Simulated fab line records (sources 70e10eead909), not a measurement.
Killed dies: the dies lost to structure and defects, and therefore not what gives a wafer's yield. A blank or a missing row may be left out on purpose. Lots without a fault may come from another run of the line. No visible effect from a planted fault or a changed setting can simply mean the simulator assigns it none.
A lot that was struck, set against a sound lot | flow nandHarc | 22 out of 1159 route steps
Sound: the wafers L453.2, L453.3, L453.4. Wafers struck: L463.2, L463.3, L463.4. The cause is named last.
Order at every step that has rows: each side's tool, ch and its chambers, its first start. Under that, the readings that differ: sound wafers | struck wafers | difference of the means | sigmas: that difference in standard deviations of wafers without a fault.
alike: words and numbers the same on both sides, and readings whose means are apart by under 2 such deviations; not compared: readings that were withheld, readings missing a value for some wafer, numbers with overlapping values and no deviation given by the record, and bounds like >300 which may hide the same value.
The two part at a step that has a row with sigmas, a row that says differs or no value, or rows on one side only. Numbers that don't overlap but have no deviation are shown without sigmas and don't part them. Lack of a reading on every wafer of one side parts them only where that side has two or more wafers.

NHARC_A_BLC_CMP_25: polishes, t overpolish 30 s, target thk 150 nm.
  sound on cmp-03 ch 0,2,3, day 17 15:17; struck on cmp-04 ch 0,2,3, day 20 05:08
  alike: motorCurrentA, overpolishRunS, timeToEndpointS
after that, 1 step had no rows for these wafers: NHARC_A_BLC_SRD_27.
NHARC_A_BLC_INSPECT_28:
  struck on defectInspect-01, day 20 05:31; sound on defectInspect-01, day 17 15:40
  alike: rawDefectCount
then, 8 steps without rows for these wafers: NHARC_A_M0_DEP_00 (deposits SiOC, target thk 150 nm); NHARC_A_M0_DEHYDRATE_01 (time 120 s); NHARC_A_M0_HMDS_02 (time 30 s); NHARC_A_M0_COAT_33 (time 65 s); NHARC_A_M0_COAT_03 (resist thk 90 nm); NHARC_A_M0_SOFTBAKE_04 (time 55 s); NHARC_A_M0_EBR_05; NHARC_A_M0_EXPOSE_06 (exposes mask A M0, target cd 80 nm).
NHARC_A_M0_PEB_07: peb time 65 s.
  sound on lithoTrack-06 ch 0, day 17 16:22; struck on lithoTrack-01 ch 0, day 20 06:20
reading               | sound             | struck               | difference | sigmas
heaterPowerTotalW (W) | 157.1 156.6 156.8 | 165.2 164.2 164.3    | +7.7       | +19
plateTempC (C)        | 99.78 99.80 99.64 | 103.93 103.79 103.78 | +4.09      | +31
  alike: exhaustPa
then, 1 step without rows for these wafers: NHARC_A_M0_DEVELOP_08 (develop time 35 s).
NHARC_A_M0_CD_MEAS_09: target cd 80 nm.
  sound on cdSem-02 ch 0, day 17 16:27; struck on cdSem-01 ch 0, day 20 06:25
reading   | sound          | struck         | difference | sigmas
cdNm (nm) | 79.9 81.4 80.8 | 93.6 93.0 92.9 | +12.5      | +18
NHARC_A_M0_OVL_MEAS_10: pitch 160 nm.
  struck on overlay-02, day 20 06:30; sound on overlay-02, day 17 16:32
  alike: overlayXNm, overlayYNm
NHARC_A_M0_INSPECT_11:
  struck on defectInspect-01, day 20 06:32; sound on defectInspect-01, day 17 16:34
  alike: rawDefectCount
NHARC_A_M0_DESCUM_14: chemistry O2, time 3 s.
  sound on rieDiel-10 ch 0,1, day 17 16:39; struck on rieDiel-10 ch 1,2,3, day 20 06:37
reading              | sound             | struck            | difference | sigmas
model.A_M0.cdNm (nm) | 80.36 80.93 81.09 | 92.87 91.58 91.94 | +11.34     | 
  alike: drypumpMotorCurrentA, oesProductAu, rfVppV, showerheadPlenumPTorr, throttleValvePct
  not compared: rfHoursCounterH
NHARC_A_M0_ETCH_34: etches the open film in N2/H2, target depth 40 nm, overetch 12 nm, time 43.94 s.
  sound on rieDiel-10 ch 0,2, day 17 16:45; struck on rieDiel-10 ch 1,2,3, day 20 06:41
  alike: drypumpMotorCurrentA, h2FlowSccm, oesProductAu, rfVppV, showerheadPlenumPTorr, throttleValvePct
  not compared: rfHoursCounterH
NHARC_A_M0_ETCH_15: etches the open film in C4F8/Ar, target depth 150 nm, overetch 15 nm, time 82.5 s.
  sound on rieDiel-10 ch 0,1; struck on rieDiel-10 ch 0,1,2
reading              | sound             | struck            | difference | sigmas
model.A_M0.cdNm (nm) | 80.69 81.25 81.39 | 92.91 91.77 91.48 | +10.94     | 
  alike: oesProductAu, rfVppV
  not compared: rfHoursCounterH
NHARC_A_M0_CD_MEAS_16:
  struck on cdSem-02, day 20 06:54; sound on cdSem-01, day 17 17:00
reading   | sound          | struck         | difference | sigmas
cdNm (nm) | 80.8 81.5 81.6 | 92.8 91.9 91.6 | +10.8      | +11
NHARC_A_M0_STRIP_18: strips in N2/H2.
  sound on rieDiel-04 ch 1,2,3, day 17 17:04; struck on rieDiel-05 ch 0,2,3, day 20 06:59
  alike: drypumpMotorCurrentA, h2FlowSccm, oesProductAu, powerW, rfVppV, showerheadPlenumPTorr, throttleValvePct
  not compared: rfHoursCounterH
NHARC_END_SORT_01:
  here the record holds rows for the struck wafers (prober-01 ch 0, day 22 02:41) but none for the sound ones

## WHERE THEY PART
Earliest at NHARC_A_M0_PEB_07; latest, in this record, at NHARC_END_SORT_01.

WHY: whatever the simulator had introduced
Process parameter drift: lithoTrack-01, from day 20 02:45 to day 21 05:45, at NHARC_A_M0_PEB_07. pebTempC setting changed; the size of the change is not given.
